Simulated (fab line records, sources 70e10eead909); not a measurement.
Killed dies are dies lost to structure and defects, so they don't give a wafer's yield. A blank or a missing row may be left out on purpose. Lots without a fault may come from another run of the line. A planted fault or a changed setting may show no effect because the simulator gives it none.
fab line records | flow nand_harc
record lots=13 wafers=39 last_day=33
route steps=1302 shown A_CHANNEL_FILL_D1@500 A_DECK1_JOINT@543 A_ONON_D2@556 END@1302
lots that met no fault: from a run of the same line without faults
start_h: hours from the record's first day to the start of the lot's first wafer shown | wait_h: hours since the lot's step before | " the same as in the row above | L1.1+2: a row that stands for several wafers | - no value, or no start given | * or withheld: withheld | < > ~ a bound
route shown NAME@n: a module of which the file shows steps, and the number in the route of the first | usual: mean/standard deviation of fault-free wafers | same: alike in all rows | chamber/n: place in a boat | sites: the reading at each site | _std_site: their standard deviation | _edge_site: outer sites' mean less inner sites' | radius_mm: how far each site lies from the wafer's centre | mask NAME#n: copy n | behind: the tool/chamber that last shaped the wafer | hold: why the lot was held/for how many hours/how that ended | device: the transistor (n, p or np) that didn't switch | end of line: the same wafers' tests at the end of the route | a step without rows: its recipe alone | killed: dies lost to structure and defects at the first sort, not the wafer's yield | map: a wafer's dies, x killed, . not, _ none there
set.NAME: the setting as run; set.NAME@STEP: as run at that earlier step | model.NAME: the simulator's own value behind a step, which no gauge read
steps of the route over a sample of lots; a table a step, a row a wafer
services: from which hour (start_h, from the record's first day; less than 0 if before it) a tool's chamber was out of use, for how many hours, and why
## steps
# step NHARC_A_CHANNEL_FILL_D1_ETCHBACK_20
# recipe target_depth_a=270 time_s=13.5 c4f8_flow_sccm=withheld o2_flow_sccm=8 ar_flow_sccm=withheld rf_w=600 bias_w=1500 chemistry=C4F8/O2/Ar
# usual oes_product_au=0.96/0.039 rf_vpp_V=982/5.5
# columns lot.wafer tool chamber start_h wait_h oes_product_au rf_hours_counter_h rf_vpp_V
L638.2 rie_diel-12 3 226.40 - 0.94 6.5 985
L638.3 " 2 " " 0.91 6.9 975
L638.5 " 2 " " 0.91 - 974
L640.3 rie_diel-12 1 245.72 - 0.93 7.4 986
L640.4 " 2 " " 0.91 7.6 974
L640.5 " 0 " " 0.92 - 982
L642.1 rie_diel-02 2 266.91 - 1.00 3.9 980
L642.4 " 3 " " 1.01 4.0 983
L642.6 " 2 " " 1.00 - 980
L650.4 rie_diel-02 1 337.45 - 0.94 8.3 970
L650.6 " 2 " " 0.94 - 982
L650.5 " 3 " " 0.94 - 985
L651.2 rie_diel-03 1 356.61 - 1.02 2.3 974
L651.5 " 3 " " 0.99 - 980
L651.6 " 2 " " 0.99 - 988
L653.4 rie_diel-02 2 369.85 - 0.93 11.2 982
L653.1 " 3 " " 0.93 10.3 986
L653.5 " 1 " " 0.92 - 970
L654.4 rie_diel-12 1 383.96 - 0.94 5.6 988
L654.2 " 2 " " 0.92 4.9 973
L654.5 " 2 " " 0.91 - 974
L656.1 rie_diel-12 1 396.33 - 0.93 6.0 986
L656.2 " 2 " " 0.92 5.3 975
L656.5 " 1 " " 0.93 - 987
L655.1 rie_diel-03 2 396.34 - 0.94 3.6 988
L655.5 " 2 " " 0.95 - 986
L655.6 " 3 " " 0.93 - 981
L657.2 rie_diel-02 0 417.15 - 1.00 2.0 989
L657.1 " 3 " " 1.01 2.1 983
L657.5 " 0 " " 0.99 - 989
L658.1 rie_diel-03 1 430.67 - 0.93 4.2 974
L658.2 " 2 " " 0.94 4.3 987
L658.5 " 3 " " 0.93 - 980
L659.3 rie_diel-12 2 438.37 - 0.99 6.2 975
L659.6 " 1 " " 1.00 - 987
L659.5 " 2 " " 0.98 - 974
L660.3 rie_diel-12 0 442.56 - 0.92 6.6 983
L660.1 " 1 " " 0.93 7.3 988
L660.6 " 3 " " 0.94 - 986
# step NHARC_A_DECK1_JOINT_THK_MEAS_17
# recipe thk_meas_gauge=ellipsometry
# usual thk_nm=44.8/1.1
# columns lot.wafer tool chamber start_h wait_h thk_nm
L638.2 film_metro-02 - 282.86 0.2 44.5
L638.3 " - " " 41.9
L638.5 " - " " 44.2
L640.3 film_metro-02 - 303.46 0.3 44.5
L640.4 " - " " 46.1
L640.5 " - " " 44.2
L642.1 film_metro-02 - 324.84 0.2 46.4
L642.4 " - " " 45.0
L642.6 " - " " 44.2
L650.4 film_metro-01 - 395.56 0.1 44.4
L650.5 " - " " 46.9
L650.6 " - " " 45.2
L651.2 film_metro-01 - 420.39 0.2 45.0
L651.5 " - " " 44.8
L651.6 " - " " 44.8
L653.1 film_metro-02 - 428.53 0.2 44.6
L653.4 " - " " 44.2
L653.5 " - " " 46.6
L654.2 film_metro-01 - 448.93 0.2 46.1
L654.4 " - " " 45.8
L654.5 " - " " 43.4
L655.1 film_metro-02 - 455.86 0.2 44.5
L655.5 " - " " 45.9
L655.6 " - " " 43.9
L656.1 film_metro-01 - 456.07 0.3 45.3
L656.2 " - " " 46.6
L656.5 " - " " 45.7
L657.1 film_metro-01 - 476.32 0.2 43.0
L657.2 " - " " 42.8
L657.5 " - " " 45.5
L658.1 film_metro-02 - 490.79 0.3 43.2
L658.2 " - " " 45.8
L658.5 " - " " 45.8
L659.3 film_metro-02 - 498.86 0.3 42.8
L659.5 " - " " 43.5
L659.6 " - " " 44.6
L660.1 film_metro-01 - 499.03 0.2 43.0
L660.3 " - " " 45.4
L660.6 " - " " 46.0
# step NHARC_A_ONON_D2_DEP_16
# recipe target_thk_a=10000 n2_flow_sccm=2750 n2o_flow_sccm=2000 nh3_flow_sccm=500 sih4_flow_sccm=210 temp_c=400
# usual n2_flow_sccm=2749/7.9
# columns lot.wafer tool chamber start_h wait_h n2_flow_sccm
L638.2 pecvd_onon-02 0 293.45 0.4 2760
L638.3 " 0 " " 2748
L638.5 " 0 " " 2742
L640.3 pecvd_onon-02 0 316.53 0.5 2733
L640.4 " 0 " " 2741
L640.5 " 0 " " 2729
L642.1 pecvd_onon-02 0 335.47 0.4 2754
L642.4 " 0 " " 2753
L642.6 " 0 " " 2749
L650.4 pecvd_onon-02 0 405.44 0.6 2764
L650.5 " 0 " " 2747
L650.6 " 0 " " 2753
L651.2 pecvd_onon-03 0 431.29 0.4 2753
L651.5 " 0 " " 2742
L651.6 " 0 " " 2727
L653.1 pecvd_onon-02 0 439.69 0.4 2739
L653.4 " 0 " " 2753
L653.5 " 0 " " 2760
L654.2 pecvd_onon-03 0 459.07 0.4 2744
L654.4 " 0 " " 2753
L654.5 " 0 " " 2748
L655.1 pecvd_onon-02 0 465.92 0.4 2744
L655.5 " 0 " " 2745
L655.6 " 0 " " 2753
L656.1 pecvd_onon-01 0 465.96 0.4 2757
L656.2 " 0 " " 2732
L656.5 " 0 " " 2742
L657.1 pecvd_onon-02 0 486.72 0.4 2738
L657.2 " 0 " " 2750
L657.5 " 0 " " 2759
L658.1 pecvd_onon-02 0 500.91 0.4 2757
L658.2 " 0 " " 2755
L658.5 " 0 " " 2731
L660.1 pecvd_onon-03 0 508.62 0.4 2743
L660.3 " 0 " " 2744
L660.6 " 0 " " 2752
L659.3 pecvd_onon-02 0 508.74 0.5 2760
L659.5 " 0 " " 2751
L659.6 " 0 " " 2750
# step NHARC_A_ONON_D2_THK_MEAS_18
# recipe thk_meas_gauge=ellipsometry
# usual thk_nm=999/12
# columns lot.wafer tool chamber start_h wait_h thk_nm
L638.2 film_metro-01 - 293.90 - 993
L638.3 " - " " 992
L638.5 " - " " 992
L640.3 film_metro-01 - 316.92 - 666
L640.4 " - " " 665
L640.5 " - " " 663
L642.1 film_metro-02 - 335.98 - 705
L642.4 " - " " 705
L642.6 " - " " 703
L650.4 film_metro-02 - 405.77 - 961
L650.5 " - " " 960
L650.6 " - " " 962
L651.2 film_metro-01 - 431.74 - 1009
L651.5 " - " " 1007
L651.6 " - " " 1009
L653.1 film_metro-01 - 440.20 - 1006
L653.4 " - " " 1009
L653.5 " - " " 1009
L654.2 film_metro-01 - 459.53 - 997
L654.4 " - " " 999
L654.5 " - " " 998
L655.1 film_metro-01 - 466.43 - 995
L655.5 " - " " 995
L655.6 " - " " 994
L656.1 film_metro-01 - 466.47 - 997
L656.2 " - " " 999
L656.5 " - " " 999
L657.1 film_metro-02 - 487.24 - 1000
L657.2 " - " " 1000
L657.5 " - " " 1001
L658.1 film_metro-02 - 501.42 - 994
L658.2 " - " " 995
L658.5 " - " " 995
L660.1 film_metro-02 - 509.13 - 999
L660.3 " - " " 999
L660.6 " - " " 1000
L659.3 film_metro-01 - 509.13 - 995
L659.5 " - " " 994
L659.6 " - " " 995
# step NHARC_A_ONON_D2_INSPECT_32
# usual raw_defect_count=391/140
# columns lot.wafer tool chamber start_h wait_h raw_defect_count
L638.2 defect_inspect-01 - 296.70 0.0 265
L638.3 " - " " 450
L638.5 " - " " 249
L640.3 defect_inspect-01 - 319.73 0.0 468
L640.4 " - " " 233
L640.5 " - " " 324
L642.1 defect_inspect-01 - 338.79 0.0 414
L642.4 " - " " 389
L642.6 " - " " 495
L650.4 defect_inspect-01 - 408.59 0.0 342
L650.5 " - " " 363
L650.6 " - " " 224
L651.2 defect_inspect-02 - 434.54 0.0 279
L651.5 " - " " 207
L651.6 " - " " 312
L653.1 defect_inspect-02 - 443.00 0.0 600
L653.4 " - " " 518
L653.5 " - " " 782
L654.2 defect_inspect-01 - 462.38 0.0 491
L654.4 " - " " 448
L654.5 " - " " 449
L655.1 defect_inspect-01 - 469.23 0.0 470
L655.5 " - " " 565
L655.6 " - " " 602
L656.1 defect_inspect-01 - 469.50 0.0 364
L656.2 " - " " 346
L656.5 " - " " 291
L657.1 defect_inspect-01 - 490.06 0.0 500
L657.2 " - " " 377
L657.5 " - " " 255
L658.1 defect_inspect-02 - 504.39 0.0 409
L658.2 " - " " 532
L658.5 " - " " 396
L660.1 defect_inspect-01 - 511.92 0.0 317
L660.3 " - " " 386
L660.6 " - " " 509
L659.3 defect_inspect-02 - 511.93 0.0 371
L659.5 " - " " 560
L659.6 " - " " 520
# step NHARC_END_SORT_01
# recipe temp_c=25
# usual killed_at_array=53/19 killed_at_other=0.8/1.2 killed_at_periphery=3.7/2.3 killed_dies=57/19 killed_open=3.2/1.7 killed_short=2.6/1.8
# same gross_dies=677
# columns lot.wafer tool chamber start_h wait_h killed_at_array killed_at_other killed_at_periphery killed_dies killed_open killed_short
L640.3 prober-02 0 593.09 3.1 665 0 12 677 5 2
L640.4 prober-02 0 593.90 3.4 671 0 6 677 2 3
L640.5 prober-02 0 594.70 3.7 671 0 6 677 6 4
L642.1 prober-02 0 632.96 2.5 675 0 2 677 4 5
L642.4 prober-02 0 635.37 3.4 675 0 2 677 4 1
L642.6 prober-02 0 636.98 4.0 675 1 1 677 4 5
# killed by level:class
L640.3 A_ONON_D2:area_dep=640 A_CHANNEL_HOLE_D2:chamber_film_flake=16 P_GATE:chamber_film_flake=5 P_M0:chamber_film_flake=4 P_CONTACT:geometric_particle:open=2 A_CONTACT:chamber_film_flake=2 P_GATE:geometric_particle:open=1 A_CHANNEL_FILL_D1:geometric_particle:short=1
L640.4 A_ONON_D2:area_dep=634 A_CHANNEL_HOLE_D2:chamber_film_flake=29 P_M0:chamber_film_flake=4 A_CHANNEL_FILL_D2:geometric_particle:short=2 A_ONON_D1:geometric_particle:open=1 A_WL_FILL:geometric_particle:short=1 A_CONTACT:geometric_particle:open=1 P_GATE:chamber_film_flake=1
L640.5 A_ONON_D2:area_dep=640 A_CHANNEL_HOLE_D2:chamber_film_flake=16 A_CONTACT:chamber_film_flake=3 A_ONON_D2:geometric_particle:short=2 P_M0:chamber_film_flake=2 A_CHANNEL_HOLE_D1:chamber_film_flake=2 P_CONTACT:geometric_particle:open=1 P_M0:geometric_particle:short=1
L642.1 A_ONON_D2:area_dep=644 A_CHANNEL_HOLE_D2:chamber_film_flake=5 A_STAIRCASE:chamber_film_flake=4 A_WL_FILL:chamber_film_flake=4 A_CHANNEL_FILL_D1:chamber_film_flake=3 A_CONTACT:chamber_film_flake=3 A_CHANNEL_HOLE_D1:geometric_particle:short=2 A_CHANNEL_HOLE_D1:chamber_film_flake=2
L642.4 A_ONON_D2:area_dep=644 A_STAIRCASE:chamber_film_flake=8 A_CHANNEL_HOLE_D2:chamber_film_flake=7 A_CHANNEL_HOLE_D1:chamber_film_flake=4 A_CONTACT:chamber_film_flake=3 P_GATE:geometric_particle:open=2 A_CHANNEL_FILL_D1:chamber_film_flake=2 A_SLIT:chamber_film_flake=2
L642.6 A_ONON_D2:area_dep=650 A_CHANNEL_HOLE_D2:chamber_film_flake=8 A_BLC:chamber_film_flake=3 A_SGD_CUT:geometric_particle:short=2 A_CONTACT:geometric_particle:open=2 A_CHANNEL_FILL_D1:chamber_film_flake=2 A_WL_FILL:chamber_film_flake=2 P_M0:geometric_particle:short=1
## services
# columns tool chamber start_h hours kind
pecvd_onon-03 - 214.17 0.1 repair
rie_diel-02 - 216.91 9.0 pm
rie_diel-12 0 225.00 9.4 repair
pecvd_onon-03 - 227.19 13.0 pm
rie_diel-02 0 262.13 3.0 repair
rie_diel-12 - 268.41 9.0 pm
rie_diel-03 2 273.95 14.5 repair
rie_diel-03 - 303.35 9.0 pm
rie_diel-12 2 303.82 6.4 repair
rie_diel-03 0 333.59 37.4 repair
rie_diel-12 0 340.87 11.5 repair
pecvd_onon-02 - 366.00 13.0 pm
rie_diel-02 1 381.39 8.8 repair
rie_diel-03 1 392.96 7.5 repair
rie_diel-02 - 393.91 9.0 pm
pecvd_onon-03 - 408.19 13.0 pm
rie_diel-12 - 422.09 1.9 repair
rie_diel-03 3 445.08 7.5 repair
rie_diel-12 - 445.41 9.0 pm
rie_diel-02 1 456.81 6.0 repair
rie_diel-02 - 473.42 0.6 repair
rie_diel-02 2 479.85 9.2 repair
rie_diel-03 - 480.35 9.0 pm
rie_diel-03 - 497.28 0.6 repair
## key
first_sign step=NHARC_A_ONON_D2_THK_MEAS_18 reading=thk_nm direction=down sigmas=25 usual=999 struck=684
effect step=NHARC_END_SORT_01 reading=killed_dies direction=up sigmas=32 usual=57 struck=677
more_kills_born_at NHARC_A_ONON_D2_DEP_16@pecvd_onon-02=3852
met_at NHARC_A_ONON_D2_DEP_16
struck_lots L640,L642
later_rows_left_out L640.3,L640.4,L640.5,L642.1,L642.4,L642.6
tester_left_out L640,L642
not_acting_at NHARC_A_CHANNEL_FILL_D1_ETCHBACK_20,NHARC_A_DECK1_JOINT_THK_MEAS_17,NHARC_A_ONON_D2_INSPECT_32
onset_between 293.45 316.53
fault kind=process_parameter_drift tool=pecvd_onon-02 chamber=- onset_h=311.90 steps=NHARC_A_ONON_D2_DEP_16 channel=target_thk_a offset=* shape=step end_h=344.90 acts_in=* stated=*
# tester_left_out: of these lots the tester's yield and bins aren't shown, on N5 and GAA mostly nor the transistor test; their killed dies are dies lost to structure and defects alone, not to doping, threshold or leakage, so they don't give the yield
# later_rows_left_out: the simulator's readings of these wafers behind a module that went badly wrong aren't trusted and aren't shown, but for the sort
